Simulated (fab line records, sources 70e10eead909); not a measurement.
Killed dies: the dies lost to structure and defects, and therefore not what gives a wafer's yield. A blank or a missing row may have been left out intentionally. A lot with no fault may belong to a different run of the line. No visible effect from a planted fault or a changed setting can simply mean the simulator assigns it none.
What tool caused it?	flow nand harc	18 wafers from 6 lots sampled at 2 of the route's 1159 steps

## WHAT THE GAUGES READ, wafer by wafer
NHARC_A_M0_OVL_MEAS_10: pitch 160 nm.
lot	measured	on	overlay x nm (nm)
L175	day 18 00:25	overlay-01	0.4 0.1 0.0
L179	day 19 02:09	overlay-01	-2.5 -2.4 -2.3
L185	day 20 14:57	overlay-02	-2.0 -1.9 -1.9
L192	day 22 06:07	overlay-02	0.3 0.1 0.3
L195	day 22 12:05	overlay-02	-2.1 -1.8 -1.5
L194	day 22 16:29	overlay-02	0.6 0.7 0.6

## WHICH TOOL RAN EACH LOT (tool, then ch and the chambers of the sampled wafers, then the start)
lot	NHARC_A_BLC_DEGAS_30
L175	pvd sputter-01, day 17 19:35
L179	pvd sputter-03, day 18 19:29
L185	pvd sputter-01, day 20 12:37
L192	pvd sputter-02, day 22 03:43
L195	pvd sputter-03, day 22 09:38
L194	pvd sputter-03, day 22 12:41
- NHARC_A_BLC_DEGAS_30: time 60 s.

## THE ANSWER, worked out from the rows above alone
Rule: usual is defined by the lots themselves. The widest of any qualifying gaps counts: lots, ordered by their means at a reading, are off when they make up no more than a third of the lots, leave a main group of 4 or more, and stand apart from it by 3 or more times the standard deviation of that group's means. If all means in a main group match to the digits the tables above print for the reading, that group is not used. A lot without any number at a reading at which 4 lots or more have one is off too. Where the step has rows for the other lots, those lots are counted as sound.
None of the lots is off at any reading shown; this tells nothing.

## WHAT THE SIMULATOR PUT IN
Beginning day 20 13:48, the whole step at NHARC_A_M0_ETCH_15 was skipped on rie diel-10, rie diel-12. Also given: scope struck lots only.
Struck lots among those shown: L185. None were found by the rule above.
